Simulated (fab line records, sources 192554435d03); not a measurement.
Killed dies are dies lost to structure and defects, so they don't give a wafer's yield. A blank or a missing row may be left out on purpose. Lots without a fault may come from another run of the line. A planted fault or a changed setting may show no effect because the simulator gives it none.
Which tool did it? | flow n5_finfet | 12 lots, 33 wafers sampled, at 4 steps of a route of 1938

WHAT THE GAUGES READ, wafer by wafer
N5_MIM_BOT_LITHO_CD_MEAS_08: target cd 3000 nm. Usual: cd_nm 3001.0 nm, standard deviation 1.8.
lot  | measured     | on        | cd_nm (nm)           | flag
L864 | day 13 11:08 | cd_sem-02 | 3001.8 3004.2        |
L865 | day 14 02:07 | cd_sem-01 | 3000.7 3000.8        |
L869 | day 14 22:31 | cd_sem-01 | 2999.9 2997.3 2997.3 |
L871 | day 15 15:56 | cd_sem-02 | 3002.1 3000.5 3000.6 |
L874 | day 16 07:18 | cd_sem-03 | 3003.1 3002.2 3002.8 |
L873 | day 16 21:25 | cd_sem-01 | 3004.3 3002.3        |
L877 | day 17 08:55 | cd_sem-02 | 2998.3 2999.5 2998.1 |
L875 | day 17 17:05 | cd_sem-03 | 3000.6 2999.3 2998.9 |
L882 | day 18 16:29 | cd_sem-02 | 3002.7 3000.4 3003.4 |
L883 | day 18 16:39 | cd_sem-01 | 3002.7 3000.7 3000.6 |
L884 | day 19 04:39 | cd_sem-02 | 3001.2 3000.9 3001.4 |
L885 | day 19 23:56 | cd_sem-03 | 3001.6 3003.5 3002.1 |

N5_PASSIVATION_OVL_MEAS_63. Usual: PAD_OVL 2 nm, standard deviation 5.3.
lot  | measured     | on         | PAD_OVL (nm) | flag
L864 | day 13 14:35 | overlay-02 | -4 -2        |
L865 | day 14 06:47 | overlay-02 | 0 -2         |
L869 | day 15 03:42 | overlay-02 | 11 11 4      |
L871 | day 15 22:00 | overlay-01 | -2 3 -4      |
L874 | day 16 11:41 | overlay-01 | 3 5 6        |
L873 | day 17 01:38 | overlay-01 | 0 5          |
L877 | day 17 13:22 | overlay-02 | -9 -13 -2    |
L875 | day 17 20:11 | overlay-01 | 0 2 6        |
L882 | day 18 21:06 | overlay-01 | -11 4 -2     |
L883 | day 18 22:25 | overlay-02 | 8 4 6        |
L884 | day 19 07:40 | overlay-02 | 3 10 -1      |
L885 | day 20 03:49 | overlay-01 | -5 -1 -1     |

WHICH TOOL RAN EACH LOT (tool, then ch and the chambers of the sampled wafers, then the start)
lot  | N5_BEOL_M15_PRE_CLEAN_42     | N5_PASSIVATION_VIA_ETCH_13
L864 | pvd_sputter-01, day 13 00:47 | rie_diel-06 ch 2,3, day 13 13:15
L865 | pvd_sputter-03, day 13 16:13 | rie_diel-05 ch 2,3, day 14 05:37
L869 | pvd_sputter-03, day 14 17:35 | rie_diel-02 ch 1,2,3, day 15 00:08
L871 | pvd_sputter-01, day 15 09:59 | rie_diel-02 ch 0,1,2, day 15 20:48
L874 | pvd_sputter-03, day 16 02:13 | rie_diel-02 ch 0,1,2, day 16 10:02
L873 | pvd_sputter-03, day 16 12:04 | rie_diel-06 ch 1,2, day 16 23:25
L877 | pvd_sputter-01, day 17 02:02 | rie_diel-02 ch 1,2,3, day 17 11:50
L875 | pvd_sputter-01, day 17 12:09 | rie_diel-06 ch 2,3, day 17 18:50
L882 | pvd_sputter-03, day 18 10:13 | rie_diel-05 ch 0,2,3, day 18 19:59
L883 | pvd_sputter-02, day 18 10:23 | rie_diel-06 ch 1,2, day 18 20:17
L884 | pvd_sputter-03, day 18 22:43 | rie_diel-06 ch 0,1, day 19 06:32
L885 | pvd_sputter-03, day 19 17:25 | rie_diel-05 ch 0,1,3, day 20 01:56
- N5_BEOL_M15_PRE_CLEAN_42: time 30 s.
- N5_PASSIVATION_VIA_ETCH_13: etches SiO2 in CHF3/O2, target depth 660 nm, time 330 s.

WHAT THE TOOLS THEMSELVES READ (means of the sampled wafers that have a number; where no wafer has one, the mark that the record gives instead)
N5_BEOL_M15_PRE_CLEAN_42. Usual: heater_power_w 454 W, standard deviation 38.
lot  | tool           | heater_power_w (W) | flag
L864 | pvd_sputter-01 | 484                |
L865 | pvd_sputter-03 | 411                |
L869 | pvd_sputter-03 | 463                |
L871 | pvd_sputter-01 | 444                |
L874 | pvd_sputter-03 | 452                |
L873 | pvd_sputter-03 | 452                |
L877 | pvd_sputter-01 | 443                |
L875 | pvd_sputter-01 | 456                |
L882 | pvd_sputter-03 | 441                |
L883 | pvd_sputter-02 | 487                |
L884 | pvd_sputter-03 | 460                |
L885 | pvd_sputter-03 | 471                |

N5_PASSIVATION_VIA_ETCH_13. Usual: drypump_motor_current_A 5.6 A, standard deviation 0.42; etch_rf_on_time_s 235 s, standard deviation 5.5; oes_product_au 0.70 a.u., standard deviation 0.077; rf_vpp_V 525 V, standard deviation 9.2; showerhead_plenum_p_Torr 2.40 Torr, standard deviation 0.067; throttle_valve_pct 18.92 %, standard deviation 0.26.
lot  | tool        | drypump_motor_current_A (A) | etch_rf_on_time_s (s) | oes_product_au (a.u.) | rf_vpp_V (V) | showerhead_plenum_p_Torr (Torr) | throttle_valve_pct (%) | flag
L864 | rie_diel-06 | 5.6                         | 239                   | 0.64                  | 522          | 2.49                            | 19.03                  |
L865 | rie_diel-05 | 5.7                         | 235                   | 0.78                  | 532          | 2.40                            | 18.73                  |
L869 | rie_diel-02 | 5.8                         | 230                   | 0.71                  | 518          | 2.35                            | 18.83                  |
L871 | rie_diel-02 | 5.6                         | 240                   | 0.65                  | 521          | 2.40                            | 19.08                  |
L874 | rie_diel-02 | 5.6                         | 236                   | 0.65                  | 520          | 2.40                            | 19.08                  |
L873 | rie_diel-06 | 6.0                         | 234                   | 0.72                  | 526          | 2.42                            | 18.77                  |
L877 | rie_diel-02 | 5.7                         | 235                   | 0.70                  | 517          | 2.34                            | 18.86                  |
L875 | rie_diel-06 | 5.6                         | 246                   | 0.61                  | 521          | 2.47                            | 19.09                  |
L882 | rie_diel-05 | 5.5                         | 231                   | 0.72                  | 523          | 2.37                            | 18.79                  |
L883 | rie_diel-06 | 5.9                         | 233                   | 0.69                  | 524          | 2.43                            | 18.90                  |
L884 | rie_diel-06 | 6.1                         | 230                   | 0.75                  | 533          | 2.33                            | 18.79                  |
L885 | rie_diel-05 | 5.3                         | 236                   | 0.76                  | 520          | 2.38                            | 18.78                  |

THE ANSWER, worked out from the rows above alone
Rule: a lot is off if the mean of its wafers that have a number lies more than 3 standard deviations from the usual mean. A lot without any number at a reading at which 4 lots or more have one is off too. The other lots that the step has rows for count as sound. The gauges are gone through in route order, then the tools' own readings, and for those a lot's mean is taken as printed above. The first step at which some lot is off is used, and at that step the reading that is off furthest; a lot without a number counts as furthest.
No lot is off at any reading shown: from this, nothing can be told.

WHAT THE SIMULATOR HAD PUT IN
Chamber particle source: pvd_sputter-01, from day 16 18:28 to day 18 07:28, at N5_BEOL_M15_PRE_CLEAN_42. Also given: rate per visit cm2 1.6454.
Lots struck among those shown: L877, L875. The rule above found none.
